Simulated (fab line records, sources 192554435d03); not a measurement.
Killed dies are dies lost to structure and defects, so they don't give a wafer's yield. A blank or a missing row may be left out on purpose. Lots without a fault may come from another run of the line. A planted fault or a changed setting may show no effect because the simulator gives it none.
One fault seen from 3 desks | flow n5_finfet | each desk has only its own numbers; what lay behind them comes last

THE TOOL OWNER'S DESK: cmp-03
The tool's own readings at N5_BEOL_M9_CMP_52 (polishes, stops on SiCOH lowk, t overpolish 7 s, target thk 140 nm): means of the sampled wafers that have a number, for each lot that ran on this tool. A lot is out of limits, marked OUT, if its mean lies more than 4 standard deviations from the usual mean; the brackets give that distance.
Columns: A = barrier_field_endpoint_s at N5_BEOL_M9_CMP_52, usual 29.1 s; B = motor_current_A at N5_BEOL_M9_CMP_52, usual 6.1 A; C = overpolish_run_s at N5_BEOL_M9_CMP_52, usual 7.000 s; D = platen_rpm at N5_BEOL_M9_CMP_52, usual 50.00 rpm; E = time_to_endpoint_s at N5_BEOL_M9_CMP_52, usual 66 s
lot  | first seen here | A               | B   | C     | D     | E
L313 | day 10 08:22    | 29.1            | 6.0 | 6.998 | 50.00 | 62
L312 | day 10 14:39    | 29.9            | 6.1 | 7.005 | 50.01 | 67
L316 | day 11 13:30    | 29.1            | 5.6 | 7.009 | 50.00 | 65
L317 | day 11 19:39    | 27.6            | 6.0 | 7.003 | 50.01 | 66
L321 | day 13 03:49    | 28.1            | 5.8 | 7.003 | 49.99 | 66
L332 | day 15 15:56    | 22.2 (-8.4) OUT | 6.2 | 6.993 | 49.99 | 48 (-5.5) OUT
L333 | day 15 17:19    | 22.5 (-8.0) OUT | 6.0 | 7.004 | 50.02 | 50 (-4.8) OUT
L327 | day 16 08:48    | 22.8 (-7.7) OUT | 6.0 | 6.998 | 50.00 | 56
This desk's finding: out of limits on L327, L332, L333; first on L332, day 15 15:56 (barrier_field_endpoint_s at N5_BEOL_M9_CMP_52). In limits: L313, L312, L316, L317, L321.

THE DEFECT DESK
What the inspections along the route counted, lot by lot: means of the sampled wafers that have a number. A lot is out of limits, marked OUT, if its mean lies more than 4 standard deviations from the usual mean; the brackets give that distance.
Columns: A = raw_defect_count at N5_BEOL_M9_INSPECT_58, usual 72
lot  | first seen here | A
L310 | day 10 05:19    | 94
L313 | day 10 08:46    | 76
L311 | day 10 09:08    | 87
L312 | day 10 15:07    | 59
L315 | day 11 01:29    | 87
L314 | day 11 03:41    | 63
L316 | day 11 13:58    | 66
L317 | day 11 20:07    | 79
L319 | day 12 17:29    | 88
L321 | day 13 04:17    | 65
L332 | day 15 16:22    | 49
L333 | day 15 17:44    | 58
L327 | day 16 09:08    | 54
This desk's finding: nothing out of limits on any of the 13 lots.

THE METROLOGY DESK
What the gauges read, lot by lot, whatever tool the lot ran on: means of the sampled wafers that have a number. A lot is out of limits, marked OUT, if its mean lies more than 4 standard deviations from the usual mean; the brackets give that distance.
Columns: A = cd_nm at N5_BEOL_M9_CD_MEAS_28, usual 69.92 nm
lot  | first seen here | A
L310 | day 10 02:17    | 70.22
L313 | day 10 05:19    | 70.02
L311 | day 10 05:34    | 69.75
L312 | day 10 11:35    | 69.76
L315 | day 10 22:08    | 69.89
L314 | day 11 00:31    | 69.86
L316 | day 11 09:35    | 69.89
L317 | day 11 17:11    | 69.94
L319 | day 12 12:47    | 69.82
L321 | day 13 01:05    | 69.86
L332 | day 15 13:14    | 69.80
L333 | day 15 14:50    | 69.56
L327 | day 16 04:19    | 69.87
This desk's finding: nothing out of limits on any of the 13 lots.

PUT TOGETHER
The tool owner's desk could have raised an alarm at day 15 15:56, on L327, L332, L333.
The defect desk saw nothing out of limits.
The metrology desk saw nothing out of limits.
The defect desk has L327, L332, L333 on record, within its limits.
The metrology desk has L327, L332, L333 on record, within its limits.
Of the lots named, all ran N5_BEOL_M9_CMP_52 on cmp-03.

WHAT THE SIMULATOR HAD PUT IN
Process parameter drift: cmp-03, from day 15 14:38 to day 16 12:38, at N5_BEOL_M9_CMP_52. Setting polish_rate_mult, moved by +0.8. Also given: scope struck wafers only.
Lots struck among those shown: L327, L332, L333.
Hours from the fault's start to each desk's first reading out of limits: the tool owner's desk, 1.
